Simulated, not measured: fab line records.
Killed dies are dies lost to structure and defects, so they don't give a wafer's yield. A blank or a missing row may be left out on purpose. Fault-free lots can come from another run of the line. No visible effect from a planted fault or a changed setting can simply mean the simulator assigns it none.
fab line records	flow nand_harc
[record] lots = 12	wafers = 36	last_day = 31
route steps=1302 shown A_CONTACT@1078 END@1302
lots that met no fault: taken from a fault-free run of the same line
start_h: start of the lot's first displayed wafer, in hours after the record's first day	wait_h: hours elapsed since this lot's preceding step	" same as the row above	L1.1+2: several wafers, shown together as one row	- either no value or no given start	* or withheld: withheld	< > ~ a bound
route shown NAME@n: names a module that has steps shown in the file, with the first one's number in the route	usual: the fault-free wafers' mean and standard deviation	same: alike in all rows	chamber/n: place in a boat	sites: the reading at each site	_std_site: how widely they spread, as a standard deviation	_edge_site: outer sites' mean less inner sites'	radius_mm: for every site, how far away it sits from the centre of the wafer	mask NAME#n: copy n	behind: the last tool/chamber to shape the wafer	hold: cause of the lot's hold/its duration in hours/its outcome	device: transistor that didn't switch, given as n, p or np	end of line: the same wafers' tests at the end of the route	where a step has no rows: the recipe by itself	killed: the dies lost at the first sort to structure and to defects; this is not the yield of the wafer	map: a wafer's dies, x killed, . not, _ none there
set.NAME: setting as actually run; set.NAME@STEP: the setting as run at that earlier step	model.NAME: the simulator's own value behind a step, which no gauge read
a sample of lots followed through the steps of the route, with each step as a table and each wafer as a row
services: the hour from which a tool's chamber was out of use, counted from the record's first day as start_h (under 0 if before that day), plus the number of hours and why
[[steps]]
[step NHARC_A_CONTACT_CD_MEAS_08]
[recipe] target_cd_nm = 200	landing_energy_ev = 500
[usual] cd_nm = 200.2/0.56
[same] landing_energy_ev = 500
lot.wafer	tool	chamber	start_h	wait_h	cd_nm
L908.1	cd_sem-01	0	498.13	-	200.3
L908.2	"	0	"	"	200.2
L908.4	"	0	"	"	200.2
L909.2	cd_sem-03	0	517.90	-	199.7
L909.5	"	0	"	"	200.0
L909.6	"	0	"	"	199.2
L911.2	cd_sem-02	0	526.99	-	199.9
L911.3	"	0	"	"	199.4
L911.6	"	0	"	"	199.4
L912.1	cd_sem-01	0	543.03	-	200.5
L912.3	"	0	"	"	201.0
L912.5	"	0	"	"	200.9
L916.1	cd_sem-03	0	585.43	-	201.0
L916.4	"	0	"	"	201.0
L916.6	"	0	"	"	200.4
L919.1	cd_sem-02	0	612.00	-	200.6
L919.2	"	0	"	"	200.1
L919.3	"	0	"	"	199.6
L918.2	cd_sem-03	0	629.85	-	200.2
L918.3	"	0	"	"	200.4
L918.5	"	0	"	"	199.2
L920.3	cd_sem-03	0	639.97	-	199.9
L920.5	"	0	"	"	200.4
L920.6	"	0	"	"	199.8
L921.1	cd_sem-02	0	655.26	-	201.6
L921.2	"	0	"	"	199.9
L921.6	"	0	"	"	200.4
L922.4	cd_sem-02	0	663.36	-	200.4
L922.5	"	0	"	"	200.5
L922.6	"	0	"	"	200.7
L927.1	cd_sem-03	0	696.08	-	200.0
L927.2	"	0	"	"	200.8
L927.3	"	0	"	"	199.3
L928.1	cd_sem-03	0	699.45	-	200.5
L928.2	"	0	"	"	199.9
L928.4	"	0	"	"	200.3
[step NHARC_A_CONTACT_ETCH_89]
[recipe] target_depth_a = 2600	over_etch_frac = 0.3	time_s = 475.3	ion_energy_ev = 200	n2_flow_sccm = 150	h2_flow_sccm = 150	ar_flow_sccm = 0	rf_w = 400	bias_w = 150	chemistry = N2/H2
[usual] bias_w = 150.1/0.44	chamber_pressure_mTorr = 29.997/0.027	drypump_motor_current_A = 5.9/0.38	oes_product_au = 1.002/0.0093	rf_vpp_V = 432.8/2.4	showerhead_plenum_p_Torr = 2.12/0.081	throttle_valve_pct = 14.172/0.0083
lot.wafer	tool	chamber	start_h	wait_h	bias_w	chamber_pressure_mTorr	drypump_motor_current_A	oes_product_au	rf_hours_counter_h	rf_vpp_V	showerhead_plenum_p_Torr	throttle_valve_pct
L908.4	rie_diel-05	1	-	-	149.9	29.976	6.6	0.993	9	433.8	2.16	14.168
L908.2	"	2	"	"	149.9	29.994	5.7	0.992	15	435.4	2.21	14.175
L908.1	"	0	"	"	150.9	30.048	5.4	0.991	13	434.8	2.17	14.177
L909.2	rie_diel-12	1	-	-	150.7	29.982	5.7	0.992	22	431.4	2.10	14.172
L909.5	"	1	"	"	149.8	30.045	5.8	0.976	-	432.0	2.10	14.173
L909.6	"	2	"	"	150.3	30.021	6.2	1.015	-	428.2	1.94	14.184
L911.2	rie_diel-12	0	-	-	150.8	30.014	5.9	0.988	25	434.0	2.19	14.168
L911.3	"	1	"	"	149.6	29.932	5.8	0.997	24	432.6	2.10	14.174
L911.6	"	2	"	"	150.3	30.007	6.2	1.017	-	428.2	1.94	14.165
L912.1	rie_diel-05	0	-	-	150.2	30.006	5.5	1.003	20	434.2	2.17	14.189
L912.3	"	1	"	"	149.5	29.993	6.5	0.983	16	435.0	2.16	14.173
L912.5	"	2	"	"	149.8	29.972	5.7	1.004	-	434.8	2.21	14.168
L916.1	rie_diel-06	0	-	-	149.6	29.992	5.6	1.006	36	428.7	1.94	14.179
L916.4	"	2	"	"	149.8	30.006	5.0	1.005	33	434.5	2.16	14.173
L916.6	"	1	"	"	150.3	30.007	5.7	0.999	-	430.0	2.02	14.175
L919.3	rie_diel-12	1	-	-	149.5	30.018	5.8	0.993	51	432.2	2.09	14.173
L919.1	"	2	"	"	150.1	29.975	6.2	1.007	57	426.1	1.93	14.176
L919.2	"	0	"	"	149.5	30.058	5.9	0.988	50	433.0	2.18	14.161
L918.3	rie_diel-05	0	-	-	150.1	30.010	5.5	1.008	4	434.6	2.16	14.164
L918.2	"	1	"	"	150.6	29.993	6.6	0.999	5	433.4	2.15	14.188
L918.5	"	0	"	"	150.5	30.004	5.4	0.998	-	434.6	2.16	14.173
L920.3	rie_diel-12	2	-	-	150.0	29.962	6.2	1.014	3	427.8	1.92	14.171
L920.6	"	3	"	"	150.0	29.959	5.8	0.997	-	433.5	2.20	14.181
L920.5	"	0	"	"	149.8	30.026	5.9	0.983	-	434.0	2.18	14.166
L921.2	rie_diel-05	1	-	-	150.4	29.990	6.6	1.006	12	434.4	2.15	14.180
L921.1	"	2	"	"	150.6	29.937	5.8	1.003	12	436.5	2.20	14.169
L921.6	"	0	"	"	150.7	30.053	5.4	1.010	-	432.6	2.16	14.170
L922.4	rie_diel-05	0	-	-	149.8	30.033	5.4	1.006	12	433.2	2.16	14.161
L922.6	"	1	"	"	149.7	30.024	6.6	1.001	-	433.4	2.15	14.178
L922.5	"	2	"	"	150.0	30.022	5.7	1.011	-	434.6	2.20	14.179
L927.2	rie_diel-05	1	-	-	150.4	30.008	6.5	1.012	20	433.8	2.15	14.174
L927.3	"	2	"	"	150.6	30.000	5.7	1.002	22	435.0	2.20	14.173
L927.1	"	3	"	"	150.3	29.986	5.8	1.014	19	431.0	2.07	14.165
L928.1	rie_diel-05	2	-	-	149.9	29.997	5.8	1.010	22	436.5	2.20	14.167
L928.2	"	0	"	"	149.8	29.996	5.5	1.008	19	434.6	2.16	14.170
L928.4	"	1	"	"	151.1	30.021	6.6	1.005	20	433.3	2.15	14.165
[step NHARC_A_CONTACT_ETCH_134]
[recipe] source_w = withheld	pressure_mtorr = 20	bias_v = withheld	time_s = 140	target_depth_a = 7000	ar_flow_sccm = withheld	c4f8_flow_sccm = withheld	o2_flow_sccm = withheld	chemistry = C4F8/O2/Ar
[usual] chamber_pressure_mTorr = 19.999/0.017	oes_air_line_au = 0.999/0.02
lot.wafer	tool	chamber	start_h	wait_h	chamber_pressure_mTorr	oes_air_line_au	rf_hours_counter_h
L908.2	har_cap_etch-03	1	499.45	-	19.997	1.029	41
L908.1	"	0	"	"	20.006	0.949	41
L908.4	"	0	"	"	20.009	0.985	-
L909.2	har_cap_etch-03	1	519.24	-	19.997	1.001	47
L909.5	"	0	"	"	20.007	1.030	-
L909.6	"	1	"	"	20.005	0.996	-
L911.2	har_cap_etch-01	1	528.66	-	20.013	0.981	2
L911.3	"	0	"	"	20.015	1.018	-
L911.6	"	0	"	"	19.994	1.018	-
L912.1	har_cap_etch-01	0	544.36	-	19.993	0.969	3
L912.3	"	1	"	"	20.017	0.996	-
L912.5	"	1	"	"	20.016	0.980	-
L916.1	har_cap_etch-02	1	586.77	-	20.012	1.011	96
L916.4	"	1	"	"	20.019	0.989	-
L916.6	"	0	"	"	19.991	1.010	-
L919.1	har_cap_etch-01	1	613.31	-	19.960	0.992	14
L919.2	"	0	"	"	20.026	1.030	14
L919.3	"	1	"	"	19.998	1.018	-
L918.2	har_cap_etch-03	0	631.71	-	19.984	0.996	65
L918.3	"	0	"	"	20.008	0.994	-
L918.5	"	0	"	"	19.982	1.005	-
L920.3	har_cap_etch-01	0	641.34	-	19.983	1.012	-
L920.6	"	0	"	"	20.032	1.018	-
L920.5	"	1	"	"	19.995	1.028	-
L921.1	har_cap_etch-02	0	656.57	-	19.988	0.972	108
L921.2	"	1	"	"	19.985	1.020	108
L921.6	"	1	"	"	19.991	0.972	-
L922.4	har_cap_etch-03	1	665.63	-	20.008	0.973	-
L922.5	"	1	"	"	19.985	1.001	-
L922.6	"	0	"	"	20.003	1.009	-
L927.1	har_cap_etch-02	1	697.53	-	-	-	-
L927.2	"	0	"	"	-	-	-
L927.3	"	1	"	"	-	-	-
L928.2	har_cap_etch-03	0	700.77	-	-	-	-
L928.1	"	1	"	"	-	-	-
L928.4	"	0	"	"	-	-	-
[step NHARC_A_CONTACT_ETCH_135]
[recipe] source_w = withheld	pressure_mtorr = 20	bias_v = 1200	time_s = 311	target_depth_a = 19120	ar_flow_sccm = withheld	c4f8_flow_sccm = withheld	o2_flow_sccm = withheld	chemistry = C4F8/O2/Ar
[usual] chamber_pressure_mTorr = 20.002/0.016	oes_air_line_au = 1.003/0.02
lot.wafer	tool	chamber	start_h	wait_h	chamber_pressure_mTorr	oes_air_line_au	rf_hours_counter_h
L908.2	har_cap_etch-03	1	499.65	0.2	20.027	0.985	41
L908.1	"	0	"	"	19.992	0.995	41
L908.4	"	0	"	"	20.017	1.006	-
L909.2	har_cap_etch-03	1	519.45	0.2	19.994	0.975	47
L909.5	"	0	"	"	20.039	1.025	-
L909.6	"	1	"	"	19.996	0.990	-
L911.2	har_cap_etch-01	1	528.86	0.2	19.990	1.012	2
L911.3	"	0	"	"	19.976	1.006	-
L911.6	"	0	"	"	20.033	0.998	-
L912.1	har_cap_etch-01	0	544.56	0.2	20.008	0.994	3
L912.3	"	1	"	"	20.024	1.018	-
L912.5	"	1	"	"	20.014	1.006	-
L916.1	har_cap_etch-02	1	586.98	0.2	19.996	1.028	96
L916.4	"	1	"	"	20.018	1.019	-
L916.6	"	0	"	"	20.013	1.017	-
L919.1	har_cap_etch-01	1	613.51	0.2	20.023	0.997	14
L919.2	"	0	"	"	20.018	0.990	14
L919.3	"	1	"	"	19.998	0.994	-
L918.2	har_cap_etch-03	0	631.92	0.2	20.011	1.018	65
L918.3	"	0	"	"	20.010	1.075	-
L918.5	"	0	"	"	19.999	1.013	-
L920.3	har_cap_etch-01	0	641.56	0.2	19.974	1.007	-
L920.6	"	0	"	"	19.992	1.009	-
L920.5	"	1	"	"	20.016	1.012	-
L921.1	har_cap_etch-02	0	656.78	0.2	20.003	1.042	108
L921.2	"	1	"	"	20.001	0.994	108
L921.6	"	1	"	"	20.011	1.020	-
L922.4	har_cap_etch-03	1	665.86	0.2	20.037	0.976	-
L922.5	"	1	"	"	20.026	0.970	-
L922.6	"	0	"	"	19.991	1.004	-
L927.1	har_cap_etch-02	1	697.73	0.2	19.998	0.969	117
L927.2	"	0	"	"	19.991	1.008	117
L927.3	"	1	"	"	20.030	1.022	-
L928.2	har_cap_etch-03	0	700.97	0.2	19.981	1.007	81
L928.1	"	1	"	"	19.985	1.008	81
L928.4	"	0	"	"	20.003	1.007	-
[step NHARC_END_SORT_01]
[recipe] temp_c = 25
[usual] killed_at_array = 55/20	killed_at_other = 1.1/1.2	killed_at_periphery = 3.8/2.8	killed_dies = 60/19	killed_open = 3.4/1.9	killed_short = 2.2/1.5
[same] gross_dies = 677
lot.wafer	tool	chamber	start_h	wait_h	killed_at_array	killed_at_other	killed_at_periphery	killed_dies	killed_open	killed_short
L918.3	prober-02	0	684.58	3.1	31	1	3	35	5	0
L918.5	prober-02	0	686.20	3.7	49	1	5	55	6	4
L927.1	prober-02	0	745.26	2.5	671	0	6	677	6	2
L927.2	prober-02	0	746.05	2.8	671	0	6	677	6	1
L927.3	prober-02	0	746.85	3.1	673	1	3	677	2	2
L928.1	prober-01	0	751.88	2.5	670	1	6	677	6	1
L928.2	prober-01	0	752.69	2.8	669	1	7	677	5	1
L928.4	prober-01	0	754.31	3.4	667	2	8	677	6	3
// killed by level:class
L918.3 A_CHANNEL_HOLE_D2:chamber_film_flake=16 A_CONTACT:chamber_film_flake=4 P_GATE:chamber_film_flake=2 A_CHANNEL_HOLE_D1:chamber_film_flake=2 A_STAIRCASE:chamber_film_flake=2 A_WL_FILL:chamber_film_flake=2 P_M0:geometric_particle:open=1 A_CHANNEL_FILL_D2:geometric_particle:open=1
L918.5 A_CHANNEL_HOLE_D2:chamber_film_flake=14 A_BONDPAD:chamber_film_flake=7 A_CHANNEL_HOLE_D1:chamber_film_flake=5 A_SLIT:chamber_film_flake=5 A_ONON_D2:geometric_particle:open=3 P_GATE:chamber_film_flake=3 A_STAIRCASE:chamber_film_flake=3 A_ZERO_WELL:chamber_film_flake=2
L927.1 A_CONTACT:area_etch=610 A_CHANNEL_HOLE_D1:chamber_film_flake=29 A_SLIT:chamber_film_flake=9 A_STAIRCASE:chamber_film_flake=5 A_CONTACT:chamber_film_flake=4 A_M1:chamber_film_flake=4 A_CHANNEL_FILL_D2:geometric_particle:open=2 A_ZERO_WELL:chamber_film_flake=2
L927.2 A_CONTACT:area_etch=609 A_CHANNEL_HOLE_D1:chamber_film_flake=37 A_STAIRCASE:chamber_film_flake=7 A_SLIT:chamber_film_flake=7 A_WL_FILL:chamber_film_flake=3 A_CHANNEL_FILL_D1:geometric_particle:open=2 P_STI:chamber_film_flake=2 P_CONTACT:geometric_particle:open=1
L927.3 A_CONTACT:area_etch=627 A_CHANNEL_HOLE_D1:chamber_film_flake=28 A_SLIT:chamber_film_flake=6 A_STAIRCASE:chamber_film_flake=4 P_GATE:chamber_film_flake=2 A_WL_FILL:chamber_film_flake=2 A_ONON_D1:geometric_particle:short=1 A_ONON_D2:geometric_particle:open=1
L928.1 A_CONTACT:area_etch=605 A_SLIT:chamber_film_flake=24 A_CHANNEL_HOLE_D2:chamber_film_flake=16 A_CHANNEL_HOLE_D1:chamber_film_flake=9 A_CONTACT:chamber_film_flake=8 P_M0:chamber_film_flake=3 P_CONTACT:geometric_particle:open=1 P_M1:geometric_particle:open=1
L928.2 A_CONTACT:area_etch=603 A_SLIT:chamber_film_flake=20 A_CHANNEL_HOLE_D2:chamber_film_flake=17 A_CHANNEL_HOLE_D1:chamber_film_flake=8 A_CONTACT:chamber_film_flake=7 A_STAIRCASE:chamber_film_flake=6 P_M0:chamber_film_flake=5 A_M0:geometric_particle:open=2
L928.4 A_CONTACT:area_etch=609 A_SLIT:chamber_film_flake=21 A_CHANNEL_HOLE_D2:chamber_film_flake=15 A_CHANNEL_HOLE_D1:chamber_film_flake=10 P_M0:chamber_film_flake=4 A_M0:geometric_particle:open=3 A_WL_FILL:geometric_particle:short=2 P_GATE:chamber_film_flake=2
[[services]]
tool	chamber	start_h	hours	kind
rie_diel-06	-	484.22	9.0	pm
rie_diel-05	0	489.18	-	clean
rie_diel-05	1	489.18	-	clean
rie_diel-05	2	489.18	-	clean
rie_diel-05	3	489.18	-	clean
rie_diel-06	3	496.22	11.6	repair
har_cap_etch-01	-	499.04	17.0	pm
har_cap_etch-01	0	499.04	17.0	vent_cycle
har_cap_etch-01	1	499.04	17.0	vent_cycle
rie_diel-05	0	513.68	-	clean
rie_diel-05	1	513.68	-	clean
rie_diel-05	2	513.68	-	clean
rie_diel-05	3	513.68	-	clean
har_cap_etch-01	0	516.04	-	clean
har_cap_etch-01	1	516.04	-	clean
har_cap_etch-01	1	516.04	-	consumable_replace:focus_ring
rie_diel-05	-	552.11	0.1	repair
rie_diel-06	3	554.15	5.6	repair
rie_diel-05	-	583.82	9.0	pm
har_cap_etch-03	-	596.57	0.5	repair
rie_diel-12	-	622.92	9.0	pm
har_cap_etch-02	-	623.39	1.3	repair
rie_diel-06	-	661.27	9.0	pm
rie_diel-05	1	666.27	8.2	repair
[[key]]
[first_sign] step = NHARC_A_CONTACT_ETCH_134	reading = tool_record	direction = missing
[effect] step = NHARC_END_SORT_01	reading = killed_dies	direction = up	sigmas = 32	usual = 60	struck = 677
[more_kills_born_at] NHARC_A_CONTACT_ETCH_134@har_cap_etch-02 = 1846	NHARC_A_CONTACT_ETCH_134@har_cap_etch-03 = 1817
met_at NHARC_A_CONTACT_ETCH_134
struck_lots L927,L928
later_rows_left_out L927.1,L927.2,L927.3,L928.1,L928.2,L928.4
tester_left_out L927,L928
not_acting_at NHARC_A_CONTACT_CD_MEAS_08,NHARC_A_CONTACT_ETCH_89,NHARC_A_CONTACT_ETCH_135
onset_between 665.63 697.53
[fault] kind = skipped_step_whole	tool = har_cap_etch-02,har_cap_etch-03	chamber = -	onset_h = 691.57	steps = NHARC_A_CONTACT_ETCH_134	scope = struck_lots_only
// tester_left_out: of these lots the tester's yield and bins aren't shown, on N5 and GAA mostly nor the transistor test; their killed dies are dies lost to structure and defects alone, not to doping, threshold or leakage, so they don't give the yield
// later_rows_left_out: the simulator's readings of these wafers behind a module that went badly wrong aren't trusted and aren't shown, but for the sort
